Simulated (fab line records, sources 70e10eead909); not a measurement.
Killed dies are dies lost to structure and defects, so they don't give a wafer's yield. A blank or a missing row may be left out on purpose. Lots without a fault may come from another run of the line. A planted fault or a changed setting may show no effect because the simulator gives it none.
fab line records | flow nand_harc
record lots=12 wafers=36 last_day=33
route steps=1302 shown P_GATE@157
lots that met no fault: from a run of the same line without faults
start_h: hours from the record's first day to the start of the lot's first wafer shown | wait_h: hours since the lot's step before | " the same as in the row above | L1.1+2: a row that stands for several wafers | - no value, or no start given | * or withheld: withheld | < > ~ a bound
route shown NAME@n: a module of which the file shows steps, and the number in the route of the first | usual: mean/standard deviation of fault-free wafers | same: alike in all rows | chamber/n: place in a boat | sites: the reading at each site | _std_site: their standard deviation | _edge_site: outer sites' mean less inner sites' | radius_mm: how far each site lies from the wafer's centre | mask NAME#n: copy n | behind: the tool/chamber that last shaped the wafer | hold: why the lot was held/for how many hours/how that ended | device: the transistor (n, p or np) that didn't switch | end of line: the same wafers' tests at the end of the route | a step without rows: its recipe alone | killed: dies lost to structure and defects at the first sort, not the wafer's yield | map: a wafer's dies, x killed, . not, _ none there
set.NAME: the setting as run; set.NAME@STEP: as run at that earlier step | model.NAME: the simulator's own value behind a step, which no gauge read
steps of the route over a sample of lots; a table a step, a row a wafer
services: from which hour (start_h, from the record's first day; less than 0 if before it) a tool's chamber was out of use, for how many hours, and why
## steps
# step NHARC_P_GATE_STRIP_101
# recipe time_s=20 o2_flow_sccm=500 ar_flow_sccm=0 bias_w=0 chemistry=O2
# usual drypump_motor_current_A=5.8/0.31 oes_product_au=1.000/0.011 rf_vpp_V=57.5/0.78 showerhead_plenum_p_Torr=3.44/0.1 throttle_valve_pct=17.036/0.0084
# columns lot.wafer tool chamber start_h wait_h drypump_motor_current_A oes_product_au rf_hours_counter_h rf_vpp_V showerhead_plenum_p_Torr throttle_valve_pct
L238.3 rie_diel-02 1 120.04 0.1 6.0 1.002 3.3 56.0 3.34 17.035
L238.4 " 2 " " 6.0 0.990 4.0 58.2 3.35 17.038
L238.6 " 0 " " 5.7 0.996 - 57.7 3.42 17.024
L239.1 rie_diel-01 1 123.03 0.1 5.4 1.012 6.2 57.2 3.43 17.043
L239.3 " 3 " " 5.6 1.012 4.7 56.6 3.44 17.037
L239.6 " 0 " " 6.0 1.005 - 58.5 3.54 17.042
L240.3 rie_diel-07 2 141.48 0.1 6.0 1.006 0.5 57.0 3.63 17.027
L240.4 " 3 " " 6.4 1.022 0.4 57.2 3.39 17.034
L240.6 " 3 " " 6.4 1.009 - 57.1 3.39 17.036
L241.1 rie_diel-02 2 145.53 0.1 6.1 0.988 5.8 57.7 3.35 17.038
L241.2 " 3 " " 5.9 0.998 5.7 55.7 3.41 17.031
L241.6 " 0 " " 5.6 0.993 - 58.2 3.42 17.046
L244.3 rie_diel-01 0 174.94 0.1 6.0 1.006 8.8 56.4 3.54 17.039
L244.5 " 2 " " 5.3 1.012 - 58.0 3.54 17.026
L244.6 " 3 " " 5.6 1.007 - 56.9 3.44 17.046
L247.3 rie_diel-07 1 205.82 0.1 5.6 1.003 4.4 58.6 3.40 17.038
L247.5 " 2 " " 6.0 1.003 - 58.0 3.63 17.036
L247.6 " 3 " " 6.4 1.024 - 57.4 3.38 17.042
L253.4 rie_diel-01 1 269.46 0.1 5.3 1.022 4.3 57.7 3.42 17.022
L253.3 " 2 " " 5.3 0.996 3.7 57.9 3.54 17.038
L253.6 " 1 " " 5.4 1.034 - 57.6 3.42 17.044
L254.1 rie_diel-07 3 278.16 0.1 6.4 1.009 9.2 58.2 3.38 17.025
L254.3 " 0 " " 5.1 0.976 8.7 56.7 3.76 17.026
L254.5 " 3 " " 6.4 1.007 - 59.1 3.38 17.025
L255.4 rie_diel-02 2 290.12 0.1 6.0 0.997 3.6 56.1 3.34 17.031
L255.3 " 3 " " 5.9 0.990 3.5 57.2 3.40 17.037
L255.6 " 0 " " 5.6 0.995 - 56.9 3.41 17.038
L256.3 rie_diel-02 1 304.03 0.1 6.0 0.992 4.5 57.0 3.34 17.028
L256.4 " 0 " " 5.6 0.991 3.9 58.1 3.41 17.026
L256.5 " 1 " " 6.0 0.995 - 57.2 3.34 17.020
L257.2 rie_diel-01 2 314.50 0.1 5.3 0.997 6.1 57.5 3.54 17.048
L257.1 " 3 " " 5.6 1.014 6.3 58.1 3.44 17.043
L257.5 " 2 " " 5.3 0.989 - 57.6 3.54 17.043
L258.4 rie_diel-02 0 325.54 0.1 5.6 1.001 4.4 57.2 3.41 17.034
L258.6 " 0 " " 5.6 0.985 - 56.9 3.41 17.034
L258.5 " 1 " " 6.0 1.015 - 57.3 3.34 17.044
# step NHARC_P_GATE_STRIP_111
# recipe power_w=1500 temp_c=110 time_s=250 chemistry=N2/H2
# usual drypump_motor_current_A=5.8/0.43 heater_power_w=93/16
# columns lot.wafer tool chamber start_h wait_h drypump_motor_current_A heater_power_w rf_hours_counter_h
L238.4 plasma_asher-02 0 121.48 0.2 5.5 70 -
L238.3 " 1 " " 5.4 90 -
L238.6 " 1 " " 5.4 86 -
L239.1 plasma_asher-01 1 124.48 0.2 5.9 117 29
L239.3 " 1 " " 5.9 113 -
L239.6 " 0 " " 6.4 92 -
L240.4 plasma_asher-01 1 143.11 0.2 5.9 114 -
L240.3 " 0 " " 6.4 90 -
L240.6 " 0 " " 6.4 91 -
L241.2 plasma_asher-02 1 146.94 0.2 5.4 86 6
L241.1 " 0 " " 5.4 73 6
L241.6 " 1 " " 5.4 86 -
L244.3 plasma_asher-02 1 176.48 0.2 5.4 87 -
L244.5 " 1 " " 5.4 88 -
L244.6 " 0 " " 5.5 72 -
L247.3 plasma_asher-02 0 207.36 0.2 5.4 74 -
L247.5 " 0 " " 5.4 71 -
L247.6 " 1 " " 5.4 87 -
L253.3 plasma_asher-01 0 271.03 0.2 6.4 95 -
L253.4 " 1 " " 5.9 113 -
L253.6 " 0 " " 6.4 94 -
L254.1 plasma_asher-01 1 279.61 0.2 5.9 115 20
L254.3 " 0 " " 6.4 94 -
L254.5 " 1 " " 5.9 113 -
L255.4 plasma_asher-01 0 291.70 0.2 6.4 93 -
L255.3 " 1 " " 5.9 113 -
L255.6 " 0 " " 6.4 94 -
L256.3 plasma_asher-01 0 305.59 0.2 6.4 96 -
L256.4 " 1 " " 5.9 114 -
L256.5 " 0 " " 6.4 93 -
L257.2 plasma_asher-02 1 315.96 0.2 5.4 88 4
L257.1 " 0 " " 5.5 70 4
L257.5 " 1 " " 5.4 86 -
L258.4 plasma_asher-02 1 327.37 0.3 5.4 88 -
L258.5 " 0 " " 5.4 69 -
L258.6 " 1 " " 5.4 87 -
# step NHARC_P_GATE_EXPOSE_56
# recipe na=0.6 target_cd_nm=720 dose_mj=14.81 mask_id=P_PSD
# usual reticle_temp_C=23.00/0.11
# columns lot.wafer tool chamber start_h wait_h mask reticle_temp_C
L238.3 krf_scanner-04 0 122.47 - P_PSD#0 23.00
L238.4 " 0 " " P_PSD#0 23.03
L238.6 " 0 " " P_PSD#0 22.95
L239.1 krf_scanner-03 0 125.55 - P_PSD#0 22.88
L239.3 " 0 " " P_PSD#0 22.95
L239.6 " 0 " " P_PSD#0 23.03
L240.3 krf_scanner-03 0 143.96 - P_PSD#0 22.87
L240.4 " 0 " " P_PSD#0 22.85
L240.6 " 0 " " P_PSD#0 23.08
L241.1 krf_scanner-02 0 148.02 - P_PSD#0 23.17
L241.2 " 0 " " P_PSD#0 23.22
L241.6 " 0 " " P_PSD#0 23.02
L244.3 krf_scanner-03 0 177.46 - P_PSD_R1#0 22.77
L244.5 " 0 " " P_PSD_R1#0 23.03
L244.6 " 0 " " P_PSD_R1#0 22.85
L247.3 krf_scanner-03 0 208.34 - P_PSD#0 23.00
L247.5 " 0 " " P_PSD#0 23.10
L247.6 " 0 " " P_PSD#0 23.11
L253.3 krf_scanner-03 0 272.01 - P_PSD#0 23.08
L253.4 " 0 " " P_PSD#0 23.16
L253.6 " 0 " " P_PSD#0 22.91
L254.1 krf_scanner-03 0 280.55 - P_PSD#0 23.10
L254.3 " 0 " " P_PSD#0 22.90
L254.5 " 0 " " P_PSD#0 23.03
L255.3 krf_scanner-02 0 292.68 - P_PSD#0 23.03
L255.4 " 0 " " P_PSD#0 22.95
L255.6 " 0 " " P_PSD#0 23.16
L256.3 krf_scanner-03 0 306.57 - P_PSD#0 23.14
L256.4 " 0 " " P_PSD#0 23.07
L256.5 " 0 " " P_PSD#0 23.12
L257.1 krf_scanner-04 0 317.02 - P_PSD#0 22.95
L257.2 " 0 " " P_PSD#0 22.84
L257.5 " 0 " " P_PSD#0 23.11
L258.4 krf_scanner-03 0 328.30 - P_PSD#0 23.03
L258.5 " 0 " " P_PSD#0 23.05
L258.6 " 0 " " P_PSD#0 23.02
# step NHARC_P_GATE_CD_MEAS_59
# recipe target_cd_nm=720 landing_energy_ev=500
# usual cd_nm=718.7/1.6
# columns lot.wafer tool chamber start_h wait_h cd_nm
L238.3 cd_sem-01 0 122.62 - 719.6
L238.4 " 0 " " 718.6
L238.6 " 0 " " 718.2
L239.1 cd_sem-01 0 125.70 - 718.1
L239.3 " 0 " " 721.6
L239.6 " 0 " " 717.7
L240.3 cd_sem-02 0 144.11 - 715.9
L240.4 " 0 " " 720.4
L240.6 " 0 " " 718.5
L241.1 cd_sem-02 0 148.17 - 717.0
L241.2 " 0 " " 722.2
L241.6 " 0 " " 719.1
L244.3 cd_sem-03 0 177.62 - 710.2
L244.5 " 0 " " 711.8
L244.6 " 0 " " 708.5
L247.3 cd_sem-01 0 208.49 - 718.5
L247.5 " 0 " " 720.1
L247.6 " 0 " " 719.6
L253.3 cd_sem-02 0 272.16 - 720.3
L253.4 " 0 " " 718.5
L253.6 " 0 " " 720.8
L254.1 cd_sem-01 0 280.71 - 719.8
L254.3 " 0 " " 720.7
L254.5 " 0 " " 721.0
L255.3 cd_sem-02 0 292.83 - 718.1
L255.4 " 0 " " 717.2
L255.6 " 0 " " 719.1
L256.3 cd_sem-03 0 306.72 - 720.4
L256.4 " 0 " " 721.7
L256.5 " 0 " " 718.3
L257.1 cd_sem-01 0 317.18 - 718.3
L257.2 " 0 " " 717.3
L257.5 " 0 " " 718.9
L258.4 cd_sem-02 0 328.45 - 718.9
L258.5 " 0 " " 718.7
L258.6 " 0 " " 717.7
# step NHARC_P_GATE_STRIP_113
# recipe power_w=1500 temp_c=110 time_s=740 chemistry=N2/H2
# usual drypump_motor_current_A=5.8/0.43 heater_power_w=92/15
# columns lot.wafer tool chamber start_h wait_h drypump_motor_current_A heater_power_w rf_hours_counter_h
L238.3 plasma_asher-02 1 125.09 0.4 5.4 85 -
L238.4 " 0 " " 5.4 73 -
L238.6 " 0 " " 5.4 72 -
L239.1 plasma_asher-02 1 127.94 0.2 5.4 87 3
L239.3 " 0 " " 5.4 74 -
L239.6 " 1 " " 5.4 87 -
L240.3 plasma_asher-01 1 146.51 0.4 5.9 113 -
L240.4 " 0 " " 6.4 91 -
L240.6 " 1 " " 5.9 113 -
L241.2 plasma_asher-02 1 150.41 0.2 5.4 86 7
L241.1 " 0 " " 5.4 73 7
L241.6 " 1 " " 5.4 86 -
L244.3 plasma_asher-02 1 179.96 0.4 5.4 87 -
L244.5 " 1 " " 5.4 86 -
L244.6 " 0 " " 5.4 71 -
L247.3 plasma_asher-01 0 211.09 0.5 6.4 94 -
L247.5 " 1 " " 5.9 112 -
L247.6 " 0 " " 6.4 96 -
L253.4 plasma_asher-02 1 274.63 0.3 5.4 88 -
L253.3 " 0 " " 5.4 74 -
L253.6 " 1 " " 5.4 86 -
L254.1 plasma_asher-02 0 282.96 0.2 5.4 71 34
L254.3 " 1 " " 5.4 89 -
L254.5 " 0 " " 5.4 74 -
L255.3 plasma_asher-01 1 295.17 0.4 5.9 111 -
L255.4 " 0 " " 6.4 93 -
L255.6 " 1 " " 5.9 113 -
L256.4 plasma_asher-02 1 309.07 0.3 5.4 87 -
L256.3 " 0 " " 5.4 70 -
L256.5 " 0 " " 5.5 71 -
L257.1 plasma_asher-01 0 319.34 0.2 6.4 97 30
L257.2 " 1 " " 5.9 115 30
L257.5 " 1 " " 5.9 113 -
L258.4 plasma_asher-01 1 342.46 0.5 5.9 116 -
L258.6 " 0 " " 6.4 96 -
L258.5 " 1 " " 5.9 114 -
## services
# columns tool chamber start_h hours kind
plasma_asher-02 - 107.71 9.0 pm
rie_diel-07 - 117.20 9.0 pm
krf_scanner-03 - 136.21 1.5 repair
krf_scanner-04 - 158.97 0.7 repair
plasma_asher-01 - 165.69 9.0 pm
krf_scanner-04 - 177.57 0.6 repair
krf_scanner-04 - 182.00 4.0 pm
rie_diel-01 0 188.55 13.6 repair
rie_diel-02 1 199.48 5.8 repair
rie_diel-01 - 203.80 9.0 pm
krf_scanner-02 - 208.94 0.8 repair
rie_diel-02 - 216.70 9.0 pm
krf_scanner-03 - 224.00 4.0 pm
rie_diel-01 0 225.05 2.0 repair
rie_diel-07 0 225.93 9.2 repair
rie_diel-02 1 236.01 5.9 repair
krf_scanner-04 - 243.14 1.5 repair
rie_diel-02 0 246.96 6.5 repair
krf_scanner-02 - 266.00 4.0 pm
krf_scanner-02 - 272.04 1.9 repair
krf_scanner-02 - 279.61 1.4 repair
plasma_asher-02 - 284.71 9.0 pm
rie_diel-07 - 294.20 9.0 pm
rie_diel-01 2 316.13 4.5 repair
## key
first_sign step=NHARC_P_GATE_EXPOSE_56 reading=mask direction=changed
effect step=NHARC_P_GATE_CD_MEAS_59 reading=cd_nm direction=down sigmas=5.2 usual=718.7 struck=710.2
met_at NHARC_P_GATE_EXPOSE_56
struck_lots L244
tester_left_out L244
not_acting_at NHARC_P_GATE_STRIP_101,NHARC_P_GATE_STRIP_111,NHARC_P_GATE_STRIP_113
onset_between 143.96 177.46
fault kind=wrong_mask tool=any chamber=- onset_h=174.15 steps=NHARC_P_GATE_EXPOSE_56 aux_copy=P_PSD_R1#0 cd_offset_nm=-5.8338 scope=struck_lots_only
# tester_left_out: of these lots the tester's yield and bins aren't shown, on N5 and GAA mostly nor the transistor test; their killed dies are dies lost to structure and defects alone, not to doping, threshold or leakage, so they don't give the yield
